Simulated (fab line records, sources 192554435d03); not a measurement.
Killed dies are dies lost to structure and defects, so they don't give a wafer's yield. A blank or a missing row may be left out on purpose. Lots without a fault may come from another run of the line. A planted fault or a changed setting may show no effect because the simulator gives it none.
fab line records | flow n5_finfet
record lots=7 wafers=21
route steps=1938 shown BEOL_M3@977 BEOL_M4@1026 BEOL_M5@1118 BEOL_M6@1212
start_h: hours from the record's first day to the start of the lot's first wafer shown | wait_h: hours since the lot's step before | " the same as in the row above | L1.1+2: a row that stands for several wafers | - no value, or no start given | * or withheld: withheld | < > ~ a bound
route shown NAME@n: a module of which the file shows steps, and the number in the route of the first | usual: mean/standard deviation of fault-free wafers | same: alike in all rows | chamber/n: place in a boat | sites: the reading at each site | _std_site: their standard deviation | _edge_site: outer sites' mean less inner sites' | radius_mm: how far each site lies from the wafer's centre | mask NAME#n: copy n | behind: the tool/chamber that last shaped the wafer | hold: why the lot was held/for how many hours/how that ended | device: the transistor (n, p or np) that didn't switch | end of line: the same wafers' tests at the end of the route | a step without rows: its recipe alone | killed: dies lost to structure and defects at the first sort, not the wafer's yield | map: a wafer's dies, x killed, . not, _ none there
set.NAME: the setting as run; set.NAME@STEP: as run at that earlier step | model.NAME: the simulator's own value behind a step, which no gauge read
lots whose settings were changed on purpose; a table a step, a row a wafer
## steps
# step N5_BEOL_M3_VIA_ETCH_34
# recipe chemistry=C4F6/O2 target_depth_a=694 mask_material=SOC pressure_mtorr=15 ion_energy_ev=250 taper_deg=4 time_s=65.9 source_w=350 bias_w=170 Ar_flow_sccm=300 C4F6_flow_sccm=10 O2_flow_sccm=10
# columns lot.wafer tool chamber start_h wait_h set.time_s model.etch.depth_nm model.SOC_of_BEOL_M3_COAT_67.thk_nm
L075.1 rie_diel-02 1 176.26 0.0 65.9 70.06 51.6
L075.3 " 0 " " 72.02 74.85 51.2
L075.4 " 0 " " 65.9 68.48 51.8
L077.1 rie_diel-02 3 188.90 0.0 79.41 86.01 50.2
L077.2 " 2 " " 65.9 71.56 51.8
L077.6 " 2 " " 65.9 71.78 52
L083.3 rie_diel-02 2 222.04 0.0 65.9 71.25 51.6
L083.4 " 0 " " 60.84 63.7 52.2
L083.6 " 3 " " 65.9 70.93 51.6
L090.1 rie_diel-06 0 268.97 0.0 65.9 67.93 52
L090.4 " 0 " " 65.9 67.98 52
L090.5 " 1 " " 65.9 68.8 51.8
L091.1 rie_diel-02 3 274.33 0.0 70.15 74.79 51.2
L091.4 " 1 " " 65.9 69.19 51.8
L091.5 " 3 " " 70.15 74.27 51.2
L094.3 rie_diel-05 2 290.09 0.0 65.9 68.84 51.8
L094.5 " 3 " " 65.9 68.33 51.8
L094.6 " 0 " " 65.9 67.96 51.8
L095.2 rie_diel-06 3 322.66 0.0 65.9 67.96 52
L095.4 " 3 " " 52.02 53.51 53.6
L095.6 " 2 " " 65.9 69.33 51.6
# step N5_BEOL_M3_TRENCH_ETCH_37
# recipe chemistry=C4F6/O2 target_depth_a=555.55 target=SiOC time_s=29.2 ion_energy_ev=250 pressure_mtorr=30 source_w=355 bias_w=185 Ar_flow_sccm=300 C4F6_flow_sccm=10 O2_flow_sccm=10
# usual rf_vpp_V=669/7.1
# columns lot.wafer tool chamber start_h wait_h set.bias_w rf_vpp_V
L075.1 rie_diel-02 1 - - 185 670
L075.3 " 0 " " 175.8 643
L075.4 " 0 " " 175.8 644
L077.1 rie_diel-02 3 - - 185 670
L077.2 " 2 " " 208.6 751
L077.6 " 2 " " 185 682
L083.3 rie_diel-02 2 - - 185 682
L083.4 " 0 " " 212.4 749
L083.6 " 3 " " 185 670
L090.1 rie_diel-06 0 - - 185 656
L090.4 " 0 " " 185 656
L090.5 " 1 " " 162.8 607
L091.1 rie_diel-02 3 - - 185 669
L091.4 " 1 " " 204.1 723
L091.5 " 3 " " 185 668
L094.3 rie_diel-05 2 - - 185 668
L094.5 " 3 " " 185 670
L094.6 " 0 " " 185 669
L095.2 rie_diel-06 3 - - 185 664
L095.4 " 3 " " 185 663
L095.6 " 2 " " 185 662
# step N5_BEOL_M4_COAT_62
# recipe resist=SiARC temp_c=220 time_s=60 spin_rpm=1500 resist_thk_nm=12
# columns lot.wafer tool chamber start_h wait_h set.spin_rpm model.SiARC_of_BEOL_M4_COAT_62.thk_nm
L075.1+3 litho_track-04 0 - - 1638 11.4
L075.4 " 0 " " 1500 12
L077.1 litho_track-02 0 - - 1370 12.4
L077.2 " 0 " " 1370 12.6
L077.6 " 0 " " 1500 12
L083.3 litho_track-04 0 - - 1571 11.6
L083.4+6 " 0 " " 1500 12
L090.1+4+5 litho_track-01 0 - - 1500 12
L091.1 litho_track-04 0 - - 1573 11.6
L091.4 " 0 " " 1500 12
L091.5 " 0 " " 1573 11.8
L094.3+5+6 litho_track-04 0 - - 1500 12
L095.2 litho_track-01 0 - - 1565 11.8
L095.4+6 " 0 " " 1500 12
# step N5_BEOL_M4_EXPOSE_08
# recipe mask_id=M4 na=0.33 source_shape=dipole sigma_inner=0.369 sigma_outer=0.767 polarization=unpolarized dose_mj=41.25
# columns lot.wafer tool chamber start_h wait_h mask set.dose_mj
L075.1 euv_scanner-01 0 184.12 - M4#0 41.25
L075.3+4 " 0 " " M4#0 38.63
L077.1+6 euv_scanner-02 0 193.41 - M4#0 39.69
L077.2 " 0 " " M4#0 41.25
L083.3 euv_scanner-02 0 227.09 - M4#0 43.43
L083.4+6 " 0 " " M4#0 41.25
L090.1+4+5 euv_scanner-02 0 275.97 - M4#0 41.25
L091.1+4+5 euv_scanner-02 0 283.05 - M4#0 41.25
L094.3+5+6 euv_scanner-01 0 295.72 - M4#0 41.25
L095.2+4 euv_scanner-02 0 328.79 - M4#0 41.25
L095.6 " 0 " " M4#0 44.3
# step N5_BEOL_M4_PEB_09
# recipe peb_temp_c=100 peb_time_s=60 resist=CAR-EUV
# step N5_BEOL_M4_DEVELOP_10
# recipe develop_time_s=30 developer=TMAH resist=CAR-EUV rinse_liquid=surfactant_rinse dry=air_spin dev_temp_c=23
# step N5_BEOL_M4_DESCUM_16
# recipe chemistry=O2 time_s=7 source_power_w=50 bias_power_w=20 pressure_mtorr=20 rf_frequency_hz=2.712e+07 temp_c=40 resist=CAR-EUV o2_flow_sccm=225
# step N5_BEOL_M4_ETCH_74
# recipe chemistry=N2/H2 target=underlayer target_depth_a=65 mask_material=CAR-EUV time_s=5.2 ion_energy_ev=200 pressure_mtorr=30 source_w=840 bias_w=150 n2_flow_sccm=200 h2_flow_sccm=200 ends=cleared
# columns lot.wafer tool chamber start_h wait_h set.dose_mj@BEOL_M4_EXPOSE_08 model.BEOL_M4.cd_offset_nm
L075.1 rie_diel-01 2 184.72 0.0 41.25 -0.2
L075.3 " 3 " " 38.63 -1.4
L075.4 " 0 " " 38.63 -1.2
L077.1 rie_diel-03 1 194.15 0.0 39.69 -1
L077.2 " 2 " " 41.25 -0.2
L077.6 " 0 " " 39.69 -0.8
L083.3 rie_diel-01 0 227.37 0.0 43.43 1.2
L083.4+6 " 1 " " 41.25 0.2
L090.1+4 rie_diel-04 1,3 276.27 0.0 41.25 0
L090.5 " 0 " " 41.25 0.2
L091.1+4+5 rie_diel-03 3,1,1 283.34 0.0 41.25 0
L094.3 rie_diel-03 1 296.01 0.0 41.25 0
L094.5+6 " 2,3 " " 41.25 -0.2
L095.2 rie_diel-01 3 329.07 0.0 41.25 -0.2
L095.4 " 2 " " 41.25 0
L095.6 " 0 " " 44.3 1.4
# step N5_BEOL_M4_ETCH_63
# recipe chemistry=CF4 target=SiARC target_depth_a=156 mask_material=CAR-EUV time_s=26 ion_energy_ev=80 pressure_mtorr=40 source_w=545 bias_w=36 Ar_flow_sccm=100 cf4_flow_sccm=100 ends=cleared
# columns lot.wafer tool chamber start_h wait_h set.spin_rpm@BEOL_M4_COAT_62 set.dose_mj@BEOL_M4_EXPOSE_08 model.BEOL_M4.cd_offset_nm model.etch.depth_nm model.CAR-EUV_of_BEOL_M4_COAT_05.thk_nm
L075.1 rie_diel-01 2 184.74 0.0 1638 41.25 -0.2 11.49 11.6
L075.3 " 3 " " 1638 38.63 -1.4 11.49 11.4
L075.4 " 0 " " 1500 38.63 -1.2 11.99 11.2
L077.1 rie_diel-03 1 194.17 0.0 1370 39.69 -0.8 12.5 10.8
L077.2 " 2 " " 1370 41.25 -0.2 12.5 10.8
L077.6 " 0 " " 1500 39.69 -0.8 11.96 11.2
L083.3 rie_diel-01 0 227.38 0.0 1571 43.43 1.2 11.7 11.2
L083.4 " 1 " " 1500 41.25 0.2 11.96 11.2
L083.6 " 1 " " 1500 41.25 0.4 11.98 11
L090.1 rie_diel-04 1 276.28 0.0 1500 41.25 0 12 11.4
L090.4 " 3 " " 1500 41.25 0.2 11.96 11.2
L090.5 " 0 " " 1500 41.25 0.2 11.96 11.4
L091.1 rie_diel-03 3 283.36 0.0 1573 41.25 0 11.69 11.4
L091.4 " 1 " " 1500 41.25 0 11.96 11.2
L091.5 " 1 " " 1573 41.25 0 11.71 11.4
L094.3 rie_diel-03 1 296.02 0.0 1500 41.25 0 11.98 11.2
L094.5 " 2 " " 1500 41.25 -0.2 12.03 11.2
L094.6 " 3 " " 1500 41.25 -0.2 11.97 11.2
L095.2 rie_diel-01 3 329.09 0.0 1565 41.25 -0.2 11.75 11.4
L095.4 " 2 " " 1500 41.25 0 11.99 11.2
L095.6 " 0 " " 1500 44.3 1.4 12.01 11.2
# step N5_BEOL_M4_ETCH_64
# recipe chemistry=N2/H2 target=SOC target_depth_a=750 overetch_a=225 mask_material=SiARC temp_c=40 time_s=121.9 ion_energy_ev=200 pressure_mtorr=30 source_w=840 bias_w=150 n2_flow_sccm=200 h2_flow_sccm=200
# columns lot.wafer tool chamber start_h wait_h set.spin_rpm@BEOL_M4_COAT_62 model.SiARC_of_BEOL_M4_COAT_62.thk_nm
L075.1 rie_diel-01 2 184.77 0.0 1638 5.8
L075.3 " 3 " " 1638 5.6
L075.4 " 0 " " 1500 6.4
L077.1 rie_diel-03 1 194.20 0.0 1370 6.8
L077.2 " 2 " " 1370 7
L077.6 " 0 " " 1500 6.2
L083.3 rie_diel-01 0 227.41 0.0 1571 6
L083.4+6 " 1 " " 1500 6.2
L090.1 rie_diel-04 1 276.31 0.0 1500 6.4
L090.4 " 3 " " 1500 6
L090.5 " 0 " " 1500 6.2
L091.1+5 rie_diel-03 3,1 283.38 0.0 1573 6
L091.4 " 1 " " 1500 6.2
L094.3+6 rie_diel-03 1,3 296.05 0.0 1500 6.2
L094.5 " 2 " " 1500 6.4
L095.2 rie_diel-01 3 329.12 0.0 1565 6
L095.4+6 " 2,0 " " 1500 6.2
# step N5_BEOL_M4_STRIP_65
# recipe chemistry=N2/H2 temp_c=40 n2_flow_sccm=200 h2_flow_sccm=200 rf_frequency_hz=6e+07
# step N5_BEOL_M4_STRIP_75
# recipe chemistry=N2/H2 temp_c=40 n2_flow_sccm=200 h2_flow_sccm=200 rf_frequency_hz=6e+07
# step N5_BEOL_M4_STRIP_66
# recipe chemistry=CF4 resist=SiARC power_w=300 bias_power_w=75 pressure_mtorr=50 cf4_flow_sccm=150 rf_frequency_hz=6e+07
# step N5_BEOL_M4_HM_OPEN_17
# recipe chemistry=Cl2/BCl3 target_depth_a=200 overetch_a=60 target=TiN mask_material=SOC ion_energy_ev=150 pressure_mtorr=10 icp_w=1000 bias_w=126 Cl2_flow_sccm=53.25 bcl3_flow_sccm=21.75 Ar_flow_sccm=25
# columns lot.wafer tool chamber start_h wait_h set.dose_mj@BEOL_M4_EXPOSE_08 model.BEOL_M4.cd_offset_nm
L075.1 rie_metal-01 0 184.94 0.0 41.25 -0.2
L075.3 " 0 " " 38.63 -1.2
L075.4 " 1 " " 38.63 -1.4
L077.1+6 rie_metal-03 0,1 194.37 0.0 39.69 -0.8
L077.2 " 1 " " 41.25 0
L083.3 rie_metal-03 0 227.61 0.1 43.43 1
L083.4 " 1 " " 41.25 0
L083.6 " 1 " " 41.25 0.2
L090.1 rie_metal-02 0 276.49 0.0 41.25 -0.2
L090.4 " 1 " " 41.25 0
L090.5 " 1 " " 41.25 0.2
L091.1 rie_metal-03 1 283.56 0.0 41.25 0.2
L091.4 " 0 " " 41.25 0
L091.5 " 0 " " 41.25 -0.2
L094.3 rie_metal-03 0 296.26 0.1 41.25 -0.2
L094.5 " 0 " " 41.25 -0.4
L094.6 " 1 " " 41.25 0
L095.2 rie_metal-02 0 329.30 0.0 41.25 0
L095.4 " 0 " " 41.25 0.2
L095.6 " 0 " " 44.3 1.8
# step N5_BEOL_M4_STRIP_19
# recipe chemistry=O2 power_w=400 temp_c=40 pressure_mtorr=30 rf_frequency_hz=6e+07 bias_power_w=0 overash_fraction=0.2 o2_flow_sccm=225
# step N5_BEOL_M4_PRECLEAN_42
# recipe chemistry=residue_remover time_s=60 temp_c=40
# step N5_BEOL_M4_SRD_43
# recipe time_s=30 temp_c=23 rinse_liquid=diw dry=ipa_marangoni
# step N5_BEOL_M4_CD_MEAS_35
# recipe target_cd_nm=18 target_cd_y_nm=22.4 polarity=opening
# usual cd_nm=18.0/0.31
# columns lot.wafer tool chamber start_h wait_h set.dose_mj@BEOL_M4_EXPOSE_08 cd_nm
L075.1 cd_sem-03 - 195.90 0.0 41.25 18.0
L075.3 " - " " 38.63 16.8
L075.4 " - " " 38.63 16.4
L077.1 cd_sem-01 - 218.66 0.0 39.69 17.3
L077.2 " - " " 41.25 17.3
L077.6 " - " " 39.69 17.1
L083.3 cd_sem-02 - 241.33 0.0 43.43 18.9
L083.4 " - " " 41.25 18.4
L083.6 " - " " 41.25 18.3
L090.1 cd_sem-03 - 295.28 0.0 41.25 18.0
L090.4 " - " " 41.25 17.8
L090.5 " - " " 41.25 17.8
L091.1 cd_sem-01 - 295.29 0.0 41.25 17.9
L091.4 " - " " 41.25 18.1
L091.5 " - " " 41.25 18.1
L094.3 cd_sem-01 - 310.69 0.0 41.25 17.7
L094.5 " - " " 41.25 17.6
L094.6 " - " " 41.25 17.9
L095.2 cd_sem-01 - 333.49 0.0 41.25 18.4
L095.4 " - " " 41.25 18.5
L095.6 " - " " 44.3 19.8
# step N5_BEOL_M5_COAT_60
# recipe resist=SiARC temp_c=220 time_s=60 spin_rpm=1500 resist_thk_nm=12
# columns lot.wafer tool chamber start_h wait_h set.spin_rpm model.SiARC_of_BEOL_M5_COAT_60.thk_nm
L075.1+4 litho_track-04 0 - - 1500 12
L075.3 " 0 " " 1398 12.4
L077.1+6 litho_track-05 0 - - 1500 12
L077.2 " 0 " " 1332 12.8
L083.3 litho_track-04 0 - - 1500 12
L083.4+6 " 0 " " 1623 11.6
L090.1+4+5 litho_track-03 0 - - 1500 12
L091.1 litho_track-04 0 - - 1500 12
L091.4+5 " 0 " " 1383 12.4
L094.3+5+6 litho_track-03 0 - - 1500 12
L095.2+4 litho_track-05 0 - - 1500 12
L095.6 " 0 " " 1578 11.8
# step N5_BEOL_M5_COAT_71
# recipe resist=underlayer temp_c=205 time_s=60 spin_rpm=1500 resist_thk_nm=5
# columns lot.wafer tool chamber start_h wait_h set.spin_rpm
L075.1+3+4 litho_track-04 0 - - 1500
L077.1+2+6 litho_track-05 0 - - 1500
L083.3+4 litho_track-04 0 - - 1456
L083.6 " 0 " " 1500
L090.1+4+5 litho_track-03 0 - - 1500
L091.1+4+5 litho_track-04 0 - - 1500
L094.3+5+6 litho_track-03 0 - - 1500
L095.2+6 litho_track-05 0 - - 1418
L095.4 " 0 " " 1500
# step N5_BEOL_M5_COAT_05
# recipe resist=CAR-EUV spin_rpm=1500 resist_thk_nm=30
# step N5_BEOL_M5_EBR_07
# recipe solvent=PGMEA ebr_width_mm=1.5
# step N5_BEOL_M5_DESCUM_16
# recipe chemistry=O2 time_s=7 source_power_w=50 bias_power_w=20 pressure_mtorr=20 rf_frequency_hz=2.712e+07 temp_c=40 resist=CAR-EUV o2_flow_sccm=225
# step N5_BEOL_M5_ETCH_72
# recipe chemistry=N2/H2 target=underlayer target_depth_a=65 mask_material=CAR-EUV time_s=5.2 ion_energy_ev=200 pressure_mtorr=30 source_w=840 bias_w=150 n2_flow_sccm=200 h2_flow_sccm=200 ends=cleared
# columns lot.wafer tool chamber start_h wait_h set.spin_rpm@BEOL_M5_COAT_71 model.etch.depth_nm
L075.1 rie_diel-05 2 205.81 0.0 1500 4.985
L075.3 " 1 " " 1500 4.98
L075.4 " 3 " " 1500 4.979
L077.1 rie_diel-06 3 226.81 0.0 1500 5.009
L077.2 " 1 " " 1500 4.998
L077.6 " 0 " " 1500 5
L083.3 rie_diel-02 3 250.33 0.0 1456 5.076
L083.4 " 2 " " 1456 5.071
L083.6 " 3 " " 1500 4.991
L090.1 rie_diel-02 2 301.77 0.0 1500 4.986
L090.4 " 3 " " 1500 4.978
L090.5 " 3 " " 1500 4.982
L091.1 rie_diel-02 3 302.28 0.0 1500 5.006
L091.4 " 0 " " 1500 4.994
L091.5 " 1 " " 1500 5.018
L094.3 rie_diel-02 0 319.58 0.0 1500 4.997
L094.5 " 2 " " 1500 5.008
L094.6 " 3 " " 1500 5.018
L095.2 rie_diel-02 0 341.73 0.0 1418 5.162
L095.4 " 3 " " 1500 5.021
L095.6 " 2 " " 1418 5.177
# step N5_BEOL_M5_ETCH_61
# recipe chemistry=CF4 target=SiARC target_depth_a=156 mask_material=CAR-EUV time_s=26 ion_energy_ev=80 pressure_mtorr=40 source_w=545 bias_w=36 Ar_flow_sccm=100 cf4_flow_sccm=100 ends=cleared
# columns lot.wafer tool chamber start_h wait_h set.spin_rpm@BEOL_M5_COAT_60 model.etch.depth_nm
L075.1 rie_diel-05 2 205.83 0.0 1500 12.05
L075.3 " 1 " " 1398 12.42
L075.4 " 3 " " 1500 12.06
L077.1 rie_diel-06 3 226.82 0.0 1500 12.01
L077.2 " 1 " " 1332 12.73
L077.6 " 0 " " 1500 11.99
L083.3 rie_diel-02 3 250.35 0.0 1500 12.02
L083.4 " 2 " " 1623 11.57
L083.6 " 3 " " 1623 11.56
L090.1 rie_diel-02 2 301.78 0.0 1500 12.01
L090.4 " 3 " " 1500 12.02
L090.5 " 3 " " 1500 12
L091.1 rie_diel-02 3 302.30 0.0 1500 12.02
L091.4 " 0 " " 1383 12.48
L091.5 " 1 " " 1383 12.47
L094.3 rie_diel-02 0 319.59 0.0 1500 11.99
L094.5 " 2 " " 1500 11.95
L094.6 " 3 " " 1500 11.97
L095.2 rie_diel-02 0 341.75 0.0 1500 12.05
L095.4 " 3 " " 1500 12.03
L095.6 " 2 " " 1578 11.72
# step N5_BEOL_M5_ETCH_62
# recipe chemistry=N2/H2 target=SOC target_depth_a=750 overetch_a=150 mask_material=SiARC temp_c=40 time_s=112.5 ion_energy_ev=200 pressure_mtorr=30 source_w=840 bias_w=150 n2_flow_sccm=200 h2_flow_sccm=200
# columns lot.wafer tool chamber start_h wait_h set.spin_rpm@BEOL_M5_COAT_60 model.SiARC_of_BEOL_M5_COAT_60.thk_nm
L075.1 rie_diel-05 2 205.86 0.0 1500 6.8
L075.3 " 1 " " 1398 7.2
L075.4 " 3 " " 1500 7
L077.1+6 rie_diel-06 3,0 226.85 0.0 1500 6.8
L077.2 " 1 " " 1332 7.4
L083.3 rie_diel-02 3 250.37 0.0 1500 6.8
L083.4+6 " 2,3 " " 1623 6.2
L090.1 rie_diel-02 2 301.81 0.0 1500 6.6
L090.4+5 " 3 " " 1500 6.8
L091.1 rie_diel-02 3 302.33 0.0 1500 6.6
L091.4+5 " 0,1 " " 1383 7.2
L094.3 rie_diel-02 0 319.62 0.0 1500 6.8
L094.5+6 " 2,3 " " 1500 6.6
L095.2 rie_diel-02 0 341.78 0.0 1500 7
L095.4 " 3 " " 1500 6.8
L095.6 " 2 " " 1578 6.4
# step N5_BEOL_M6_ETCH_62
# recipe chemistry=N2/H2 target=SOC target_depth_a=1100 overetch_a=220 mask_material=SiARC temp_c=40 time_s=165 ion_energy_ev=200 pressure_mtorr=30 source_w=840 bias_w=150 n2_flow_sccm=200 h2_flow_sccm=200
# columns lot.wafer tool chamber start_h wait_h set.time_s model.SiARC_of_BEOL_M6_COAT_60.thk_nm
L075.1+4 rie_diel-01 3,2 219.85 0.0 152.1 28.8
L075.3 " 1 " " 152.1 28.6
L077.1 rie_diel-03 2 241.63 0.0 201.6 26.8
L077.2 " 0 " " 165 28.4
L077.6 " 2 " " 165 28.6
L083.3 rie_diel-01 2 265.79 0.0 165 28.4
L083.4 " 3 " " 165 28.2
L083.6 " 1 " " 165 28
L090.1+5 rie_diel-01 1 315.11 0.0 153.2 28.6
L090.4 " 0 " " 165 28.2
L091.1+4 rie_diel-03 0 315.43 0.0 165 28.2
L091.5 " 1 " " 184.6 27.4
L094.3+5+6 rie_diel-01 3,0,1 333.97 0.0 165 28.4
L095.2 rie_diel-04 0 357.70 0.0 165 28.2
L095.4 " 1 " " 165 28.6
L095.6 " 2 " " 165 28.4
# step N5_BEOL_M6_STRIP_68
# recipe chemistry=N2/H2 temp_c=40 n2_flow_sccm=200 h2_flow_sccm=200 rf_frequency_hz=6e+07
# step N5_BEOL_M6_STRIP_67
# recipe chemistry=CF4 resist=SiARC power_w=300 bias_power_w=75 pressure_mtorr=50 cf4_flow_sccm=150 rf_frequency_hz=6e+07
# step N5_BEOL_M6_HM_OPEN_17
# recipe chemistry=Cl2/BCl3 target_depth_a=200 overetch_a=60 target=TiN mask_material=SOC ion_energy_ev=150 pressure_mtorr=10 icp_w=1000 bias_w=126 Cl2_flow_sccm=53.25 bcl3_flow_sccm=21.75 Ar_flow_sccm=25
# columns lot.wafer tool chamber start_h wait_h set.time_s@BEOL_M6_ETCH_62 model.etch.depth_nm
L075.1 rie_metal-03 0 220.04 0.0 152.1 20.04
L075.3 " 0 " " 152.1 20.13
L075.4 " 1 " " 152.1 20.09
L077.1 rie_metal-03 0 241.82 0.0 201.6 16.31
L077.2 " 1 " " 165 20.01
L077.6 " 1 " " 165 19.82
L083.3 rie_metal-02 1 266.01 0.1 165 20.09
L083.4 " 0 " " 165 19.96
L083.6 " 1 " " 165 20.08
L090.1 rie_metal-03 0 315.29 0.0 153.2 19.66
L090.4 " 1 " " 165 19.74
L090.5 " 1 " " 153.2 19.71
L091.1 rie_metal-02 0 315.62 0.0 165 20.02
L091.4 " 1 " " 165 20.04
L091.5 " 1 " " 184.6 18.15
L094.3 rie_metal-01 1 334.19 0.1 165 20.06
L094.5 " 1 " " 165 19.96
L094.6 " 0 " " 165 19.81
L095.2 rie_metal-02 0 357.89 0.0 165 19.86
L095.4 " 0 " " 165 19.59
L095.6 " 0 " " 165 19.76
## key
split step=N5_BEOL_M3_VIA_ETCH_34 setting=time_s stated=65.9 by=wafer
response step=N5_BEOL_M3_VIA_ETCH_34 reading=model.etch.depth_nm change=+0.719 per=1% r=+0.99
response step=N5_BEOL_M3_VIA_ETCH_34 reading=model.SOC_of_BEOL_M3_COAT_67.thk_nm change=-0.0817 per=1% r=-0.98
split step=N5_BEOL_M3_TRENCH_ETCH_37 setting=bias_w stated=185 by=wafer
response step=N5_BEOL_M3_TRENCH_ETCH_37 reading=rf_vpp_V change=+5.05 per=1% r=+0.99
split step=N5_BEOL_M4_COAT_62 setting=spin_rpm stated=1500 by=wafer
response step=N5_BEOL_M4_COAT_62 reading=model.SiARC_of_BEOL_M4_COAT_62.thk_nm change=-0.0627 per=1% r=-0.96
response step=N5_BEOL_M4_ETCH_63 reading=model.etch.depth_nm change=-0.0573 per=1% r=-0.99
response step=N5_BEOL_M4_ETCH_63 reading=model.CAR-EUV_of_BEOL_M4_COAT_05.thk_nm change=+0.038 per=1% r=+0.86
response step=N5_BEOL_M4_ETCH_64 reading=model.SiARC_of_BEOL_M4_COAT_62.thk_nm change=-0.0681 per=1% r=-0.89
split step=N5_BEOL_M4_EXPOSE_08 setting=dose_mj stated=41.25 by=wafer
response step=N5_BEOL_M4_ETCH_74 reading=model.BEOL_M4.cd_offset_nm change=+0.19 per=1% r=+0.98
response step=N5_BEOL_M4_ETCH_63 reading=model.BEOL_M4.cd_offset_nm change=+0.183 per=1% r=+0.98
response step=N5_BEOL_M4_HM_OPEN_17 reading=model.BEOL_M4.cd_offset_nm change=+0.199 per=1% r=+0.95
response step=N5_BEOL_M4_CD_MEAS_35 reading=cd_nm change=+0.161 per=1% r=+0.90
split step=N5_BEOL_M5_COAT_60 setting=spin_rpm stated=1500 by=wafer
response step=N5_BEOL_M5_COAT_60 reading=model.SiARC_of_BEOL_M5_COAT_60.thk_nm change=-0.0585 per=1% r=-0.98
response step=N5_BEOL_M5_ETCH_61 reading=model.etch.depth_nm change=-0.0601 per=1% r=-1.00
response step=N5_BEOL_M5_ETCH_62 reading=model.SiARC_of_BEOL_M5_COAT_60.thk_nm change=-0.0641 per=1% r=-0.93
split step=N5_BEOL_M5_COAT_71 setting=spin_rpm stated=1500 by=wafer
response step=N5_BEOL_M5_ETCH_72 reading=model.etch.depth_nm change=-0.0274 per=1% r=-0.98
split step=N5_BEOL_M6_ETCH_62 setting=time_s stated=165 by=wafer
response step=N5_BEOL_M6_ETCH_62 reading=model.SiARC_of_BEOL_M6_COAT_60.thk_nm change=-0.0732 per=1% r=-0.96
response step=N5_BEOL_M6_HM_OPEN_17 reading=model.etch.depth_nm change=-0.149 per=1% r=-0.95
